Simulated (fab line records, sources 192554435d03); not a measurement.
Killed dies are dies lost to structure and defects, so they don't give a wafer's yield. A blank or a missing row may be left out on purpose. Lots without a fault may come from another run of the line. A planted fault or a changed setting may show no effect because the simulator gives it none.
Chamber matching | flow n5_finfet | N5_FIN_SAQP_PECVD_47 on pecvd-03: 3 sister chambers
The step deposits a-Si from SiH4/He, target thk 45 nm, time 36.3 s. 3 wafers are shown with their chamber, then 9 later ones without.

WAFERS WITH THEIR CHAMBER
wafer  | chamber | throttle_valve_pct (%)
L087.1 | 1       | 17.7
L087.2 | 0       | 18.1
L087.3 | 2       | 17.6

WAFERS WITHOUT THEIR CHAMBER
wafer  | throttle_valve_pct (%)
L088.3 | 17.7
L088.5 | 17.5
L088.6 | 18.2
L094.2 | 17.9
L094.3 | 17.8
L094.5 | 18.0
L097.1 | 17.4
L097.3 | 17.9
L097.6 | 17.8

WHICH CHAMBER EACH WENT THROUGH
wafer  | from the rows above          | in truth
L088.3 | can't be placed: 1 or 2      | 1
L088.5 | can't be placed: 2 or 1      | 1
L088.6 | 0                            | 0
L094.2 | can't be placed: 1 or 0 or 2 | 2
L094.3 | can't be placed: 1 or 2 or 0 | 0
L094.5 | can't be placed: 0 or 1      | 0
L097.1 | can't be placed: 2 or 1      | 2
L097.3 | can't be placed: 1 or 0 or 2 | 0
L097.6 | can't be placed: 1 or 2 or 0 | 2
Placed correctly: 1 of 9. Can't be placed from these rows: 8 (the true chamber is among the candidates in 8). Placed wrongly: 0.
How it was worked out, from the rows above alone: a wafer's distance from a chamber is the root of the sum, over the readings, of the square of ((its reading less the chamber's mean) divided by the reading's scatter). The wafer belongs to the nearest chamber; if the next one is less than 2 further off, it can't be placed. A chamber's mean is the mean of its shown wafers. The scatter: with one shown wafer a chamber, the root of the mean of the squares of how far each hidden wafer lies from its nearest shown one.
